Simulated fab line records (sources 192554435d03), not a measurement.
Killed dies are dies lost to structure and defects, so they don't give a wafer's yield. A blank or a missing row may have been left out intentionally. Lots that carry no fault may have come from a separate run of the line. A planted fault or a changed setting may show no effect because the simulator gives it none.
Struck lot and sound lot, side by side -- flow n5_finfet -- 16 steps out of a route of 1938
Sound: wafers L230.1, L230.3, L230.4. Struck: wafer L235.2. (L235.5, L235.6 of the same lot were not struck and are left out.) The cause comes at the end.
Order at every step that has rows: each side's tool, ch and its chambers, its first start. Under that, the readings that differ: sound wafers -- struck wafers -- difference of the means -- sigmas: that difference in standard deviations of wafers without a fault.
alike: readings whose means differ by less than 2 such deviations, and words and numbers that are the same on both sides. not compared: withheld readings, readings that some wafer has no value for, bounds like >300 that may hide the same value, and numbers for which the record gives no deviation and whose values overlap.
Wherever a step has rows on one side only, a row that says differs or no value, or a row with sigmas, the two part there. Non-overlapping numbers with no deviation appear without sigmas and do not part them. A reading missing from all wafers of one side parts the sides only when that side holds two or more wafers.

N5_BEOL_M2_CMP_52: polishes, stops on SiOC, t overpolish 6.8 s, target thk 40 nm.
  sound on cmp-04 ch 0,1,2, day 7 07:16; struck on cmp-01 ch 0, day 8 07:44
  alike: barrier_field_endpoint_s, motor_current_A, overpolish_run_s, time_to_endpoint_s
N5_BEOL_M2_THK_MEAS_53: measures by xrf.
  sound on film_metro-01, day 7 07:33; struck on film_metro-01, day 8 08:02
  alike: M2_THK
N5_BEOL_M2_PRE_CLEAN_60: time 15 s.
  sound on cvd_co-02 ch 0,1,2, day 7 07:35; struck on cvd_co-01 ch 1, day 8 08:08
  alike: heater_power_w, rf_fwd_power_W
then, 2 steps without rows for these wafers: N5_BEOL_M2_CO_CAP_55 (material Co, precursor CCTBA/H2, target thk 2 nm, time 102.1 s); N5_BEOL_M2_PRE_CLEAN_56 (time 15 s).
N5_BEOL_M2_DEP_57: deposits SiCN from 3MS/NH3, target thk 8 nm, time 14 s.
  sound on pecvd-03 ch 0,1,2, day 7 07:44; struck on pecvd-02 ch 1, day 8 08:18
reading,sound,struck,difference,sigmas
rf_fwd_power_W (W),197.0 197.0 199.4,200.7,+2.9,+2
  alike: chamber_pressure_Torr, showerhead_plenum_p_Torr, throttle_valve_pct
N5_BEOL_M2_RS_MEAS_58: the measuring method here is four-point-probe.
  sound on film_metro-01, day 7 07:49; struck on film_metro-02, day 8 08:22
  alike: M2_RS
N5_BEOL_M2_INSPECT_59: inspects for defects (darkfield).
  sound on defect_inspect-02, day 7 07:50; struck on defect_inspect-02, day 8 08:23
  alike: raw_defect_count
N5_BEOL_M3_ILD_DEP_00: deposits SiOC from DEMS/O2, target thk 79 nm, time 15.3 s.
  sound on pecvd-02 ch 0,2, day 7 07:52; struck on pecvd-03 ch 1, day 8 08:26
reading,sound,struck,difference,sigmas
showerhead_plenum_p_Torr (Torr),5.742 5.715 5.730,5.698,-0.031,-2
  alike: chamber_pressure_Torr, heater_power_w, rf_fwd_power_W, throttle_valve_pct
N5_BEOL_M3_THK_MEAS_01:
  sound on film_metro-01, day 7 07:56; struck on film_metro-01, day 8 08:30
  alike: M3_ILD_THK
N5_BEOL_M3_PECVD_72: deposits SiO2 from TEOS/O2, target thk 16 nm, time 18 s.
  sound on pecvd-03 ch 1,2, day 7 07:59; struck on pecvd-04 ch 2, day 8 08:32
reading,sound,struck,difference,sigmas
throttle_valve_pct (%),22.0 21.8 22.0,20.2,-1.7,-2
  alike: chamber_pressure_Torr, heater_power_w, rf_fwd_power_W, showerhead_plenum_p_Torr
then, 1 step without rows for these wafers: N5_BEOL_M3_HM_DEP_02 (deposits TiN, target thk 20 nm).
N5_BEOL_M3_COAT_61: time 60 s, resist thk 60 nm.
  sound on litho_track-04 ch 0, day 7 09:48; struck on litho_track-03 ch 0, day 8 12:34
reading,sound,struck,difference,sigmas
run_length_s (s),65.95 66.02 66.09,70.51,+4.49,+35
then, 1 step without rows for these wafers: N5_BEOL_M3_COAT_62 (time 60 s, resist thk 12 nm).
N5_BEOL_M4_RC_MEAS_101:
  sound on prober-01 ch 0, day 8 05:22; struck on prober-02 ch 0, day 9 11:30
  alike: DIBL_N, DIBL_P, IOFF_N, IOFF_P, ION_N, ION_P, SS_N, SS_P, VT_N, VT_P
-- a jump in the record: the struck wafers' starts before and after are 4 days apart (it breaks off in module BEOL_M4 and resumes in module PASSIVATION, where the first step shown is number 1936 of the route) --
N5_PASSIVATION_PROBE_49:
  only the struck wafers here have rows in the record (prober-02, day 13 16:35); the sound ones have none

WHERE THEY PART
Earliest at N5_BEOL_M2_DEP_57; latest, in this record, at N5_PASSIVATION_PROBE_49.

WHY: what had been put in by the simulator
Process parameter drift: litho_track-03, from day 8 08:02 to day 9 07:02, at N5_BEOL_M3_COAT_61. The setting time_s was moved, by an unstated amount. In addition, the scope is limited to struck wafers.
